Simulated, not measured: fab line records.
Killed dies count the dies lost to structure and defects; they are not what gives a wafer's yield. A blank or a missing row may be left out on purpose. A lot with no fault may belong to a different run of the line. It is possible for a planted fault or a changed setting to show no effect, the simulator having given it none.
The tool behind it: which one? | flow nandHarc | 24 lots with 72 wafers sampled at 6 steps, on a route of 1302 steps

## WHAT EACH GAUGE READ, for each wafer
No reading from a measuring or inspecting step in the record can be judged against a usual standard deviation.

## EACH LOT AND THE TOOL THAT RAN IT (in order: tool; ch and the chambers of the sampled wafers; start)
lot  | NHARC_A_DECK1_JOINT_CMP_13    | NHARC_A_CHANNEL_HOLE_D2_ETCH_23 | NHARC_A_CHANNEL_FILL_D2_ALD_14  | NHARC_A_CHANNEL_FILL_D2_ETCHBACK_20 | NHARC_A_CHANNEL_FILL_D2_ETCHBACK_08          | NHARC_A_CHANNEL_FILL_D2_STRIP_29
L074 | cmp-03 ch 0,2,3, day 12 01:20 | harEtch-01 ch 0,1, day 13 22:32 | aldHk-04 ch 0,3, day 14 09:55   | rieDiel-12 ch 1,2, day 15 04:28     | rieDiel-13 ch 1,3, no start                  | rieDiel-13 ch 0,1,2, no start
L075 | cmp-02 ch 0,2,3, day 12 01:22 | harEtch-02 ch 0,1, day 13 23:38 | aldHk-02 ch 1,2, day 14 09:56   | rieDiel-04 ch 1,2, day 15 04:29     | rieDiel-13 ch 0,1, day 15 22:02 or earlier   | rieDiel-13 ch 0,1,3, day 15 22:02
L076 | cmp-02 ch 0,2,3, day 12 08:53 | harEtch-01 ch 0,1, day 14 02:41 | aldHk-04 ch 0,1,3, day 14 14:09 | rieDiel-13 ch 0,1,2, day 15 04:29   | rieDiel-12 ch 1,2, no start                  | rieDiel-12 ch 2,3, no start
L077 | cmp-04 ch 0,1, day 12 20:31   | harEtch-01 ch 0, day 15 00:35   | aldHk-03 ch 0,3, day 15 12:02   | rieDiel-04 ch 0,2,3, day 16 08:16   | rieDiel-13 ch 1,3, day 17 01:50 or earlier   | rieDiel-13 ch 0,1, day 17 01:50
L078 | cmp-04 ch 1,2, day 13 02:31   | harEtch-02 ch 0,1, day 15 01:38 | aldHk-04 ch 0,1,2, day 15 12:00 | rieDiel-12 ch 1,2,3, day 16 08:15   | rieDiel-12 ch 0,1, no start                  | rieDiel-12 ch 0,2, no start
L079 | cmp-03 ch 1,2,3, day 13 02:31 | harEtch-01 ch 0,1, day 15 04:44 | aldHk-03 ch 1,2,3, day 15 16:13 | rieDiel-13 ch 1,2,3, day 16 08:16   | rieDiel-12 ch 1,2,3, no start                | rieDiel-12 ch 0,2,3, no start
L080 | cmp-04 ch 0,1,2, day 13 14:22 | harEtch-01 ch 0,1, day 15 16:35 | aldHk-04 ch 0,2,3, day 16 04:07 | rieDiel-12 ch 1,2,3, day 16 20:46   | rieDiel-12 ch 2,3, no start                  | rieDiel-12 ch 1,2, no start
L081 | cmp-02 ch 0,1, day 14 04:58   | harEtch-01 ch 1, day 15 22:15   | aldHk-04 ch 0,2,3, day 16 09:28 | rieDiel-13 ch 0,1,3, day 17 02:24   | rieDiel-12 ch 1,3, no start                  | rieDiel-12 ch 1,2,3, no start
L082 | cmp-03 ch 0,2, day 14 04:58   | harEtch-02 ch 0,1, day 15 21:54 | aldHk-04 ch 0,1, day 16 09:37   | rieDiel-04 ch 1,2, day 17 02:24     | rieDiel-13 ch 0,1, no start                  | rieDiel-13 ch 0,1, no start
L083 | cmp-02 ch 1,3, day 15 14:09   | harEtch-01 ch 0,1, day 17 14:00 | aldHk-04 ch 1,3, day 18 01:26   | rieDiel-13 ch 0,1,2, day 18 18:39   | rieDiel-04 ch 0,1, no start                  | rieDiel-04 ch 2,3, no start
L084 | cmp-03 ch 1,2, day 15 14:10   | harEtch-02 ch 0, day 17 15:31   | aldHk-02 ch 0,1,2, day 18 01:21 | rieDiel-12 ch 0,1,2, day 18 18:38   | rieDiel-13 ch 0,2,3, no start                | rieDiel-13 ch 0,3, no start
L086 | cmp-02 ch 0,1,2, day 16 03:13 | harEtch-01 ch 0,1, day 18 03:08 | aldHk-04 ch 0,1,3, day 18 14:16 | rieDiel-12 ch 0,1,3, day 19 07:17   | rieDiel-13 ch 1,2,3, no start                | rieDiel-13 ch 0,2,3, no start
L085 | cmp-04 ch 0,1,3, day 16 03:13 | harEtch-02 ch 0,1, day 18 02:40 | aldHk-03 ch 1,2,3, day 18 14:11 | rieDiel-13 ch 0,1,2, day 19 07:17   | rieDiel-12 ch 0,2,3, no start                | rieDiel-12 ch 0,1,3, no start
L087 | cmp-04 ch 0,2, day 17 05:55   | harEtch-02 ch 1, day 19 04:41   | aldHk-02 ch 0,2,3, day 19 18:40 | rieDiel-13 ch 0,1,2, day 20 12:17   | rieDiel-13 ch 1,2, no start                  | rieDiel-13 ch 0,1,2, no start
L088 | cmp-02 ch 1,2,3, day 17 16:04 | harEtch-02 ch 0,1, day 19 18:44 | aldHk-03 ch 0,1,2, day 20 06:17 | rieDiel-12 ch 0,3, day 20 22:56     | rieDiel-12 ch 0,2,3, no start                | rieDiel-12 ch 0,1,2, no start
L089 | cmp-03 ch 1,2,3, day 17 23:25 | harEtch-01 ch 1, day 19 19:59   | aldHk-02 ch 0,1,3, day 20 06:19 | rieDiel-13 ch 0,1, day 20 22:56     | rieDiel-13 ch 0,2,3, no start                | rieDiel-13 ch 0,2,3, no start
L091 | cmp-04 ch 0,1,2, day 18 16:49 | harEtch-02 ch 0,1, day 20 21:40 | aldHk-02 ch 0,1,3, day 21 09:44 | rieDiel-12 ch 1,2,3, day 22 02:30   | rieDiel-12 ch 0,2,3, no start                | rieDiel-12 ch 0,2,3, no start
L090 | cmp-03 ch 1,2,3, day 18 16:52 | harEtch-01 ch 1, day 20 18:11   | aldHk-03 ch 0,1,2, day 21 05:45 | rieDiel-13 ch 0,2,3, day 21 22:52   | rieDiel-12 ch 0,2, no start                  | rieDiel-12 ch 0,1,3, no start
L092 | cmp-04 ch 0,1,3, day 19 00:07 | harEtch-01 ch 0,1, day 20 22:36 | aldHk-02 ch 0,1,3, day 21 10:01 | rieDiel-13 ch 0,2,3, day 22 02:32   | rieDiel-12 ch 0,1,3, no start                | rieDiel-12 ch 0,1,3, no start
L093 | cmp-02 ch 1,2,3, day 19 06:21 | harEtch-02 ch 0,1, day 21 06:08 | aldHk-04 ch 0,1,2, day 21 17:28 | rieDiel-04 ch 0,1, day 22 10:34     | rieDiel-13 ch 0,1, no start                  | rieDiel-13 ch 1,2, no start
L096 | cmp-02 ch 1,2,3, day 20 08:44 | harEtch-02 ch 0,1, day 22 03:12 | aldHk-03 ch 1,2,3, day 22 14:36 | rieDiel-12 ch 0,2,3, day 23 07:20   | rieDiel-13 ch 0,1,2, day 24 04:43 or earlier | rieDiel-13 ch 0,1,2, day 24 04:43
L094 | cmp-04 ch 0,1,3, day 20 08:45 | harEtch-01 ch 0,1, day 22 03:12 | aldHk-02 ch 1,2,3, day 22 14:35 | rieDiel-13 ch 0,1,3, day 23 07:16   | rieDiel-04 ch 0,2,3, no start                | rieDiel-04 ch 0,2,3, no start
L095 | cmp-02 ch 0,1, day 20 13:19   | harEtch-02 ch 0,1, day 22 12:55 | aldHk-02 ch 1,2,3, day 23 00:13 | rieDiel-13 ch 0,2, day 23 21:16     | rieDiel-13 ch 1,2, no start                  | rieDiel-13 ch 0,1, no start
L097 | cmp-03 ch 1,2,3, day 20 21:56 | harEtch-02 ch 0,1, day 22 20:34 | aldHk-03 ch 1,2,3, day 23 08:46 | rieDiel-12 ch 1,3, day 24 02:50     | rieDiel-12 ch 0,1,3, no start                | rieDiel-12 ch 0,1,3, no start
- NHARC_A_DECK1_JOINT_CMP_13: polishes, target thk 51.023 nm.
- NHARC_A_CHANNEL_HOLE_D2_ETCH_23: etches the open film in C4F8/O2/Ar, time 819 s, target depth 1600 nm.
- NHARC_A_CHANNEL_FILL_D2_ALD_14: deposits SiO2, target thk 2.5 nm, pulse time 10 s, ald cycles 25.
- NHARC_A_CHANNEL_FILL_D2_ETCHBACK_20: etches the open film in C4F8/O2/Ar, target depth 27 nm, time 13.5 s.
- NHARC_A_CHANNEL_FILL_D2_ETCHBACK_08: etches the open film in C4F8, target depth 220 nm, time 110 s.
- NHARC_A_CHANNEL_FILL_D2_STRIP_29: strips in O2, time 20 s.

## WHAT THE TOOLS THEMSELVES READ (means of the sampled wafers that have a number; where no wafer has one, the mark that the record gives instead)
NHARC_A_DECK1_JOINT_CMP_13.
lot  | tool   | motorCurrentA (A) | timeToEndpointS (s)
L074 | cmp-03 | 12.4              | 8.2
L075 | cmp-02 | 11.7              | 9.2
L076 | cmp-02 | 11.3              | 10.6
L077 | cmp-04 | 12.1              | 12.0
L078 | cmp-04 | 13.2              | 10.6
L079 | cmp-03 | 13.0              | 8.0
L080 | cmp-04 | 12.2              | 8.9
L081 | cmp-02 | 11.7              | 7.4
L082 | cmp-03 | 13.5              | 4.4
L083 | cmp-02 | 12.2              | 9.6
L084 | cmp-03 | 14.0              | 9.5
L086 | cmp-02 | 11.5              | 8.4
L085 | cmp-04 | 12.6              | 5.9
L087 | cmp-04 | 12.3              | 8.8
L088 | cmp-02 | 12.2              | 13.3
L089 | cmp-03 | 12.5              | 8.9
L091 | cmp-04 | 12.3              | 8.1
L090 | cmp-03 | 12.9              | 8.7
L092 | cmp-04 | 12.6              | 10.5
L093 | cmp-02 | 11.7              | 9.8
L096 | cmp-02 | 11.9              | 12.7
L094 | cmp-04 | 12.1              | 10.6
L095 | cmp-02 | 12.7              | 7.9
L097 | cmp-03 | 12.5              | 12.6

NHARC_A_CHANNEL_HOLE_D2_ETCH_23.
lot  | tool       | drypumpMotorCurrentA (A) | showerheadPlenumPTorr (Torr) | throttleValvePct (%)
L074 | harEtch-01 | 5.43                     | 3.61                         | 32.166
L075 | harEtch-02 | 5.95                     | 3.67                         | 32.161
L076 | harEtch-01 | 5.56                     | 3.65                         | 32.154
L077 | harEtch-01 | 5.34                     | 3.56                         | 32.159
L078 | harEtch-02 | 5.84                     | 3.69                         | 32.146
L079 | harEtch-01 | 5.44                     | 3.60                         | 32.151
L080 | harEtch-01 | 5.45                     | 3.59                         | 32.161
L081 | harEtch-01 | 5.70                     | 3.68                         | 32.155
L082 | harEtch-02 | 5.95                     | 3.66                         | 32.145
L083 | harEtch-01 | 5.44                     | 3.58                         | 32.152
L084 | harEtch-02 | 6.06                     | 3.62                         | 32.149
L086 | harEtch-01 | 5.45                     | 3.57                         | 32.155
L085 | harEtch-02 | 5.94                     | 3.64                         | 32.159
L087 | harEtch-02 | 5.79                     | 3.69                         | 32.156
L088 | harEtch-02 | 5.87                     | 3.66                         | 32.156
L089 | harEtch-01 | 5.69                     | 3.65                         | 32.153
L091 | harEtch-02 | 5.86                     | 3.65                         | 32.165
L090 | harEtch-01 | 5.70                     | 3.64                         | 32.156
L092 | harEtch-01 | 5.45                     | 3.55                         | 32.159
L093 | harEtch-02 | 5.94                     | 3.62                         | 32.146
L096 | harEtch-02 | 5.86                     | 3.64                         | 32.160
L094 | harEtch-01 | 5.45                     | 3.54                         | 32.154
L095 | harEtch-02 | 5.87                     | 3.64                         | 32.146
L097 | harEtch-02 | 5.87                     | 3.63                         | 32.150

NHARC_A_CHANNEL_FILL_D2_ALD_14.
lot  | tool     | heaterPowerW (W) | precursorPulseHeightRel
L074 | aldHk-04 | 563              | 0.992
L075 | aldHk-02 | 540              | 1.009
L076 | aldHk-04 | 516              | 1.008
L077 | aldHk-03 | 421              | 0.990
L078 | aldHk-04 | 512              | 1.005
L079 | aldHk-03 | 473              | 1.009
L080 | aldHk-04 | 508              | 0.987
L081 | aldHk-04 | 515              | 0.985
L082 | aldHk-04 | 563              | 0.991
L083 | aldHk-04 | 477              | 0.998
L084 | aldHk-02 | 503              | 1.016
L086 | aldHk-04 | 519              | 0.980
L085 | aldHk-03 | 469              | 1.001
L087 | aldHk-02 | 477              | 0.992
L088 | aldHk-03 | 471              | 0.995
L089 | aldHk-02 | 481              | 0.987
L091 | aldHk-02 | 477              | 1.002
L090 | aldHk-03 | 474              | 0.996
L092 | aldHk-02 | 473              | 0.992
L093 | aldHk-04 | 511              | 1.028
L096 | aldHk-03 | 475              | 0.987
L094 | aldHk-02 | 505              | 0.981
L095 | aldHk-02 | 508              | 0.998
L097 | aldHk-03 | 480              | 0.997

NHARC_A_CHANNEL_FILL_D2_ETCHBACK_20.
lot  | tool       | oesProductAu (a.u.) | rfVppV (V)
L074 | rieDiel-12 | 1.009               | 982
L075 | rieDiel-04 | 0.982               | 985
L076 | rieDiel-13 | 0.995               | 974
L077 | rieDiel-04 | 0.999               | 976
L078 | rieDiel-12 | 1.001               | 983
L079 | rieDiel-13 | 1.002               | 973
L080 | rieDiel-12 | 0.949               | 982
L081 | rieDiel-13 | 0.988               | 971
L082 | rieDiel-04 | 0.987               | 984
L083 | rieDiel-13 | 0.973               | 974
L084 | rieDiel-12 | 0.996               | 982
L086 | rieDiel-12 | 0.998               | 981
L085 | rieDiel-13 | 0.996               | 973
L087 | rieDiel-13 | 0.989               | 974
L088 | rieDiel-12 | 0.912               | 985
L089 | rieDiel-13 | 0.953               | 972
L091 | rieDiel-12 | 0.982               | 981
L090 | rieDiel-13 | 0.921               | 974
L092 | rieDiel-13 | 0.957               | 974
L093 | rieDiel-04 | 0.986               | 975
L096 | rieDiel-12 | 0.990               | 986
L094 | rieDiel-13 | 1.001               | 971
L095 | rieDiel-13 | 0.987               | 975
L097 | rieDiel-12 | 0.939               | 978

NHARC_A_CHANNEL_FILL_D2_ETCHBACK_08.
lot  | tool       | oesProductAu (a.u.) | rfVppV (V)
L074 | rieDiel-13 | 1.01                | 437
L075 | rieDiel-13 | 1.00                | 438
L076 | rieDiel-12 | 1.01                | 440
L077 | rieDiel-13 | 0.98                | 437
L078 | rieDiel-12 | 0.92                | 441
L079 | rieDiel-12 | 1.00                | 442
L080 | rieDiel-12 | 0.93                | 445
L081 | rieDiel-12 | 0.96                | 439
L082 | rieDiel-13 | 0.93                | 438
L083 | rieDiel-04 | 0.99                | 440
L084 | rieDiel-13 | 1.00                | 439
L086 | rieDiel-13 | 0.93                | 438
L085 | rieDiel-12 | 0.99                | 444
L087 | rieDiel-13 | 0.94                | 439
L088 | rieDiel-12 | 0.92                | 444
L089 | rieDiel-13 | 0.92                | 438
L091 | rieDiel-12 | 0.92                | 444
L090 | rieDiel-12 | 1.00                | 445
L092 | rieDiel-12 | 0.99                | 441
L093 | rieDiel-13 | 0.99                | 438
L096 | rieDiel-13 | 0.99                | 438
L094 | rieDiel-04 | 1.00                | 440
L095 | rieDiel-13 | 0.94                | 439
L097 | rieDiel-12 | 0.92                | 442

NHARC_A_CHANNEL_FILL_D2_STRIP_29.
lot  | tool       | drypumpMotorCurrentA (A) | oesProductAu (a.u.) | rfVppV (V) | showerheadPlenumPTorr (Torr) | throttleValvePct (%)
L074 | rieDiel-13 | 5.9                      | 1.007               | 57.3       | 3.41                         | 17.036
L075 | rieDiel-13 | 5.7                      | 0.996               | 57.1       | 3.34                         | 17.040
L076 | rieDiel-12 | 5.5                      | 0.989               | 58.6       | 3.75                         | 17.028
L077 | rieDiel-13 | 5.7                      | 0.998               | 57.4       | 3.38                         | 17.027
L078 | rieDiel-12 | 5.5                      | 1.018               | 57.9       | 3.72                         | 17.030
L079 | rieDiel-12 | 5.7                      | 0.998               | 58.5       | 3.73                         | 17.025
L080 | rieDiel-12 | 5.3                      | 1.006               | 57.5       | 3.61                         | 17.034
L081 | rieDiel-12 | 5.5                      | 0.995               | 57.8       | 3.62                         | 17.039
L082 | rieDiel-13 | 5.4                      | 1.012               | 57.0       | 3.34                         | 17.041
L083 | rieDiel-04 | 5.4                      | 1.000               | 58.6       | 3.58                         | 17.031
L084 | rieDiel-13 | 6.1                      | 0.989               | 57.4       | 3.34                         | 17.032
L086 | rieDiel-13 | 6.3                      | 0.993               | 57.5       | 3.41                         | 17.032
L085 | rieDiel-12 | 5.8                      | 0.987               | 57.8       | 3.61                         | 17.032
L087 | rieDiel-13 | 5.9                      | 1.000               | 57.1       | 3.41                         | 17.021
L088 | rieDiel-12 | 5.6                      | 1.003               | 57.4       | 3.59                         | 17.033
L089 | rieDiel-13 | 6.3                      | 0.994               | 57.6       | 3.41                         | 17.042
L091 | rieDiel-12 | 5.7                      | 0.987               | 57.8       | 3.72                         | 17.033
L090 | rieDiel-12 | 5.8                      | 0.998               | 58.2       | 3.61                         | 17.032
L092 | rieDiel-12 | 5.8                      | 0.985               | 57.8       | 3.61                         | 17.029
L093 | rieDiel-13 | 5.6                      | 1.010               | 58.2       | 3.38                         | 17.044
L096 | rieDiel-13 | 6.0                      | 0.998               | 57.3       | 3.41                         | 17.028
L094 | rieDiel-04 | 5.5                      | 0.998               | 58.0       | 3.46                         | 17.046
L095 | rieDiel-13 | 5.8                      | 0.985               | 57.3       | 3.38                         | 17.046
L097 | rieDiel-12 | 5.8                      | 0.992               | 57.4       | 3.61                         | 17.029

## THE ANSWER, worked out from the rows above alone
Rule: what is usual is taken from the lots themselves. Put in order of their means at a reading, lots are off if they are a third of the lots or fewer, leave a main group of 4 or more, and stand apart from it by a gap of 3 or more times the standard deviation of the main group's means; of several such gaps the widest counts. Not used: any main group whose means are identical at the precision the tables above print for the reading. A lot without any number at a reading at which 4 lots or more have one is off too. All remaining lots with rows at the step are treated as sound. Order of review: gauges by route order, followed by the tools' own readings, for which a lot's mean as printed above is used. The first step at which some lot is off is used, and at that step the reading that is off furthest; a lot without a number counts as furthest.
Across all readings shown, no lot is off: no conclusion can be drawn from this.

## WHAT THE SIMULATOR HAD PUT IN
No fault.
